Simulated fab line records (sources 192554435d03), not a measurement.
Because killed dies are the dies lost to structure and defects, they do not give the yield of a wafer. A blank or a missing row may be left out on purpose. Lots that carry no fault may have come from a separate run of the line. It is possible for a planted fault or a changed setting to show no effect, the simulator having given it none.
Chamber matching | flow n5_finfet | N5_BEOL_M12_DESCUM_15 on rie_diel-01 has 4 sister chambers
The step chemistry O2, time 7.9 s. 8 wafers are shown with their chamber, then 7 later ones without.

## EACH WAFER AND ITS CHAMBER
wafer  | chamber | throttle_valve_pct (%) | showerhead_plenum_p_Torr (Torr)
L074.5 | 0       | 20.56                  | 2.11
L081.1 | 0       | 20.57                  | 2.10
L081.6 | 2       | 20.66                  | 2.10
L087.2 | 1       | 20.33                  | 2.10
L087.3 | 3       | 20.65                  | 2.05
L087.6 | 2       | 20.68                  | 2.10
L091.2 | 3       | 20.66                  | 2.05
L091.5 | 1       | 20.36                  | 2.10

## WAFERS WITHOUT THEIR CHAMBER
wafer  | throttle_valve_pct (%) | showerhead_plenum_p_Torr (Torr)
L091.6 | 20.68                  | 2.10
L093.2 | 20.70                  | 2.09
L093.3 | 20.37                  | 2.10
L093.4 | 20.69                  | 2.09
L097.3 | 20.33                  | 2.04
L097.4 | 20.39                  | 2.09
L097.5 | 20.63                  | 2.09

## CHAMBER TAKEN BY EACH
wafer  | from the rows above | in truth
L091.6 | 2                   | 2
L093.2 | 2                   | 2
L093.3 | 1                   | 1
L093.4 | 2                   | 2
L097.3 | 1                   | 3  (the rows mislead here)
L097.4 | 1                   | 1
L097.5 | 2                   | 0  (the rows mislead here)
Placed correctly: 5 of 7. Not placeable from these rows: 0. Number placed wrongly: 2.
How it was worked out, from the rows above alone: a wafer's distance from a chamber is the root of the sum, over the readings, of the square of ((its reading less the chamber's mean) divided by the reading's scatter). If the next closest chamber is less than 2 further off than the closest, the wafer can't be placed; otherwise it belongs to the closest. Each chamber's mean is taken over the wafers shown for it. The scatter: the root of (the sum of the squares of (reading less its chamber's mean) over the shown wafers, divided by (wafers less chambers)).
